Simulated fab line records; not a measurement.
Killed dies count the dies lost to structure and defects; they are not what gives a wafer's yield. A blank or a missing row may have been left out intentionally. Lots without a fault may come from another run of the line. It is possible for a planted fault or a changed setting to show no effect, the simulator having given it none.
Lot-split experiment	flow n5 finfet	on a route of 1938 steps: 7 lots, 21 wafers read

SPLIT DETAILS
At N5_GATE_CUT_COAT_27 (time 60 s, resist thk 10 nm), the setting spin rpm was moved away from the recipe's 1500 rpm on 8 of the 21 wafers read, by -8.5% to +6.1%. The other wafers ran this setting at the recipe's value.

FROM THE SPLIT TO THE READING: what the file shows between them, 4 steps
- N5_GATE_CUT_COAT_07: resist thk 30 nm
- N5_GATE_CUT_EBR_09
- N5_GATE_CUT_DESCUM_18: chemistry O2, time 7 s
- N5_GATE_CUT_ETCH_28: etches underlayer in N2/H2, target depth 13 nm, time 10.4 s

THE READING
CAR-EUV_of_GATE_CUT_COAT_07.thk nm (the simulator's own value, which no gauge read), in nm, at N5_GATE_CUT_ETCH_36 (etches SiARC in CF4, target depth 13 nm, time 21.7 s). No usual value for it is given in the file. Average 7.0 nm, standard deviation 0.11 nm, over the 13 wafers here run with the recipe.

wafer	tool, chamber at the split	spin rpm as run, rpm	against the recipe	CAR-EUV_of_GATE_CUT_COAT_07.thk nm, nm	against lot-mates on the recipe
L076.1	litho track-03, 0	1372	-8.5%	6.6	-0.4
L076.3	litho track-03, 0	1500	recipe	7	-
L076.5	litho track-03, 0	1500	recipe	7	-
L080.1	litho track-03, 0	1500	recipe	7	-
L080.3	litho track-03, 0	1500	recipe	7	-
L080.2	litho track-03, 0	1500	recipe	7.2	-
L081.2	litho track-05, 0	1500	recipe	7	-
L081.3	litho track-05, 0	1500	recipe	6.8	-
L081.5	litho track-05, 0	1423	-5.1%	6.6	-0.3
L088.3	litho track-03, 0	1500	recipe	6.8	-
L088.4	litho track-03, 0	1500	recipe	6.8	-
L088.5	litho track-03, 0	1500	recipe	7	-
L089.1	litho track-03, 0	1592	+6.1%	7.2	+0.2
L089.4	litho track-03, 0	1592	+6.1%	7.2	+0.2
L089.2	litho track-03, 0	1500	recipe	7	-
L095.2	litho track-04, 0	1500	recipe	7	-
L095.4	litho track-04, 0	1442	-3.9%	6.8	-0.2
L095.5	litho track-04, 0	1442	-3.9%	6.8	-0.2
L097.1	litho track-03, 0	1500	recipe	7	-
L097.2	litho track-03, 0	1438	-4.1%	6.8	-0.2
L097.4	litho track-03, 0	1438	-4.1%	6.8	-0.2

FIT RESULTS
A straight line over all 21 wafers: CAR-EUV_of_GATE_CUT_COAT_07.thk nm changes by +0.0437 nm for each +1% of spin rpm; r = +0.85; the points scatter about the line by 0.095 nm.
The same after taking each lot's own level away (the mean of its wafers on the recipe; 21 wafers): +0.0433 nm for each +1%; r = +0.91; scatter 0.067 nm.
According to that fit, moving spin rpm by its largest amount changes the reading by 0.37 nm.
The lots' own levels span 6.87 to 7.07 nm, that is 1.9 times the standard deviation above.
Hence the lot-to-lot level has little effect on the slope; both slopes agree.
Check: -0.379 nm against its lot-mates is what the line predicts for one of the wafers moved furthest among these (-8.5%) when that wafer is left out of the fit. Against them it came out at -0.4 nm.

THESE WAFERS: OTHER SPLITS
Other splits were also applied to these wafers ahead of the reading. Each is held against what the fit with the lots' levels taken away leaves over:
other split on the same wafers	wafers away from the commonest value	r with CAR-EUV_of_GATE_CUT_COAT_07.thk nm (lot level and that fit taken away)
N5_HKMG_FIN_COAT_43 spin rpm	9	+0.05

THE WHOLE CHAIN: every reading that the file lists as answering this split, in the file's order
step	what it does	reading	change (the file's fit)	r (the file's)
N5_GATE_CUT_COAT_27	time 60 s, resist thk 10 nm	underlayer_of_GATE_CUT_COAT_27.thk nm (the simulator's own value, which no gauge read)	-0.0503 nm for each +1% of the setting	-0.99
N5_GATE_CUT_ETCH_28	etches underlayer in N2/H2, target depth 13 nm, time 10.4 s	CAR-EUV_of_GATE_CUT_COAT_07.thk nm (the simulator's own value, which no gauge read)	+0.0573 nm for each +1% of the setting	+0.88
N5_GATE_CUT_ETCH_28	etches underlayer in N2/H2, target depth 13 nm, time 10.4 s	etch.depth nm (the simulator's own value, which no gauge read)	-0.0528 nm for each +1% of the setting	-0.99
N5_GATE_CUT_ETCH_36	etches SiARC in CF4, target depth 13 nm, time 21.7 s	CAR-EUV_of_GATE_CUT_COAT_07.thk nm (the simulator's own value, which no gauge read)	+0.0461 nm for each +1% of the setting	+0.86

FILE'S OWN FIT
CAR-EUV_of_GATE_CUT_COAT_07.thk nm changes by +0.0461 nm for each +1% of spin rpm, r = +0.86.
